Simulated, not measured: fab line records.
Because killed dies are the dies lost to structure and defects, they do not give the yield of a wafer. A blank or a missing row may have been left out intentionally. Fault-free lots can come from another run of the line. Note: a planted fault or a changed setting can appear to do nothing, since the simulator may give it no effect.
The tool behind it: which one? -- flow nand_harc -- 12 lots with 36 wafers sampled at 4 steps, on a route of 1302 steps

WHAT THE GAUGES SHOWED, per wafer
The record holds no reading of a measuring or inspecting step that can be judged against a usual standard deviation.

EACH LOT AND THE TOOL THAT RAN IT (in order: tool; ch and the chambers of the sampled wafers; start)
lot,NHARC_A_CHANNEL_HOLE_D2_ETCH_20,NHARC_A_CHANNEL_HOLE_D2_ETCH_24,NHARC_A_CHANNEL_FILL_D2_ALD_25,NHARC_A_CHANNEL_FILL_D2_ETCHBACK_08
L622,"har_etch-01 ch 0,1, day 13 03:40","har_etch-01 ch 0,1, day 13 05:41","ald_hk-04 ch 0,2,3, day 15 00:50","rie_diel-11 ch 0,1,2, no start"
L624,"har_etch-01 ch 0,1, day 13 18:36","har_etch-01 ch 0,1, day 13 20:51","ald_hk-03 ch 0,3, day 15 12:25","rie_diel-02 ch 2,3, no start"
L623,"har_etch-02 ch 0,1, day 13 19:20","har_etch-02 ch 0,1, day 13 21:22","ald_hk-04 ch 0,1,2, day 15 12:25","rie_diel-11 ch 0,2,3, no start"
L625,"har_etch-02 ch 0,1, day 14 07:58","har_etch-02 ch 0,1, day 14 09:59","ald_hk-04 ch 1,2,3, day 16 03:21","rie_diel-02 ch 0,2,3, no start"
L626,"har_etch-01 ch 0,1, day 14 21:26","har_etch-01 ch 0,1, day 14 23:28","ald_hk-04 ch 1,2,3, day 16 19:10","rie_diel-11 ch 0,1,3, no start"
L634,"har_etch-01 ch 0, day 18 16:52","har_etch-01 ch 0, day 18 18:56","ald_hk-03 ch 0,1,3, day 20 11:54","rie_diel-11 ch 0,3, no start"
L637,"har_etch-01 ch 0,1, day 19 05:22","har_etch-01 ch 0,1, day 19 07:23","ald_hk-03 ch 0,1,3, day 21 01:29","rie_diel-02 ch 0,1,2, no start"
L639,"har_etch-01 ch 0,1, day 20 08:46","har_etch-01 ch 0,1, day 20 10:48","ald_hk-01 ch 0,2,3, day 22 04:35","rie_diel-11 ch 0,1,2, no start"
L641,"har_etch-02 ch 0,1, day 21 00:09","har_etch-02 ch 0,1, day 21 02:11","ald_hk-01 ch 1,3, day 22 19:27","rie_diel-02 ch 0,1, no start"
L642,"har_etch-02 ch 0,1, day 21 21:03","har_etch-02 ch 0,1, day 21 23:13","ald_hk-01 ch 0,3, day 23 15:32","rie_diel-02 ch 0,1, no start"
L644,"har_etch-01 ch 0,1, day 22 10:01","har_etch-01 ch 0,1, day 22 12:11","ald_hk-01 ch 0,1,2, day 24 04:56","rie_diel-11 ch 0,1, no start"
L645,"har_etch-01 ch 0, day 22 17:28","har_etch-01 ch 0, day 22 19:29","ald_hk-03 ch 0,2, day 24 11:51","rie_diel-05 ch 0,1,3, no start"
- NHARC_A_CHANNEL_HOLE_D2_ETCH_20: etches the open film in C4F8/O2/Ar, time 361.9 s, target depth 1600 nm.
- NHARC_A_CHANNEL_HOLE_D2_ETCH_24: etches the open film in C4F8/O2/Ar, time 906.2 s, target depth 1500 nm.
- NHARC_A_CHANNEL_FILL_D2_ALD_25: deposits SiOx, target thk 60 nm, pulse time 10 s, ald cycles 600.
- NHARC_A_CHANNEL_FILL_D2_ETCHBACK_08: etches the open film in C4F8, target depth 220 nm, time 110 s.

WHAT THE TOOLS THEMSELVES READ (means of the sampled wafers that have a number; where no wafer has one, the mark that the record gives instead)
NHARC_A_CHANNEL_HOLE_D2_ETCH_20.
lot,tool,drypump_motor_current_A (A),oes_air_line_au (a.u.),showerhead_plenum_p_Torr (Torr),throttle_valve_pct (%)
L622,har_etch-01,5.8,0.994,3.68,32.155
L624,har_etch-01,5.9,1.028,3.68,32.151
L623,har_etch-02,6.0,0.988,3.64,32.157
L625,har_etch-02,6.0,0.991,3.63,32.149
L626,har_etch-01,5.7,0.994,3.64,32.151
L634,har_etch-01,6.1,0.999,3.66,32.143
L637,har_etch-01,5.7,1.006,3.61,32.147
L639,har_etch-01,5.6,1.016,3.61,32.152
L641,har_etch-02,6.0,0.973,3.75,32.154
L642,har_etch-02,5.8,1.001,3.82,32.157
L644,har_etch-01,5.9,1.001,3.61,32.160
L645,har_etch-01,6.1,1.008,3.63,32.158

NHARC_A_CHANNEL_HOLE_D2_ETCH_24.
lot,tool,drypump_motor_current_A (A),oes_air_line_au (a.u.),showerhead_plenum_p_Torr (Torr),throttle_valve_pct (%)
L622,har_etch-01,5.8,1.008,3.68,32.239
L624,har_etch-01,5.9,1.024,3.67,32.239
L623,har_etch-02,6.0,0.999,3.63,32.232
L625,har_etch-02,6.0,1.026,3.63,32.238
L626,har_etch-01,5.7,1.012,3.64,32.242
L634,har_etch-01,6.0,1.018,3.66,32.228
L637,har_etch-01,5.6,1.000,3.61,32.234
L639,har_etch-01,5.6,1.001,3.60,32.228
L641,har_etch-02,6.0,1.013,3.74,32.233
L642,har_etch-02,5.8,0.998,3.81,32.239
L644,har_etch-01,5.9,0.999,3.61,32.232
L645,har_etch-01,6.1,1.022,3.63,32.229

NHARC_A_CHANNEL_FILL_D2_ALD_25.
lot,tool,heater_power_w (W),precursor_pulse_height_rel
L622,ald_hk-04,484,0.993
L624,ald_hk-03,497,1.010
L623,ald_hk-04,460,1.012
L625,ald_hk-04,466,0.986
L626,ald_hk-04,462,1.006
L634,ald_hk-03,527,0.997
L637,ald_hk-03,523,0.982
L639,ald_hk-01,473,0.984
L641,ald_hk-01,488,0.974
L642,ald_hk-01,479,1.026
L644,ald_hk-01,460,1.029
L645,ald_hk-03,466,1.000

NHARC_A_CHANNEL_FILL_D2_ETCHBACK_08.
lot,tool,oes_product_au (a.u.),rf_vpp_V (V)
L622,rie_diel-11,0.99,442.7
L624,rie_diel-02,0.96,442.8
L623,rie_diel-11,1.00,443.4
L625,rie_diel-02,0.93,441.1
L626,rie_diel-11,0.95,442.4
L634,rie_diel-11,0.92,441.6
L637,rie_diel-02,1.01,441.6
L639,rie_diel-11,0.93,442.0
L641,rie_diel-02,0.91,440.7
L642,rie_diel-02,1.01,441.0
L644,rie_diel-11,0.93,441.0
L645,rie_diel-05,1.01,443.5

THE ANSWER, worked out from the rows above alone
Rule: usual is defined by the lots themselves. The widest of any qualifying gaps counts: lots, ordered by their means at a reading, are off when they make up no more than a third of the lots, leave a main group of 4 or more, and stand apart from it by 3 or more times the standard deviation of that group's means. A main group whose means are all the same, to the digits that the tables above print for the reading, isn't used. A lot without any number at a reading at which 4 lots or more have one is off too. Where the step has rows for the other lots, those lots are counted as sound. The gauges are gone through in route order, then the tools' own readings, and for those a lot's mean is taken as printed above. The first step at which some lot is off is used, and at that step the reading that is off furthest; a lot without a number counts as furthest.
Across all readings shown, no lot is off: no conclusion can be drawn from this.

WHAT HAD BEEN PUT IN BY THE SIMULATOR
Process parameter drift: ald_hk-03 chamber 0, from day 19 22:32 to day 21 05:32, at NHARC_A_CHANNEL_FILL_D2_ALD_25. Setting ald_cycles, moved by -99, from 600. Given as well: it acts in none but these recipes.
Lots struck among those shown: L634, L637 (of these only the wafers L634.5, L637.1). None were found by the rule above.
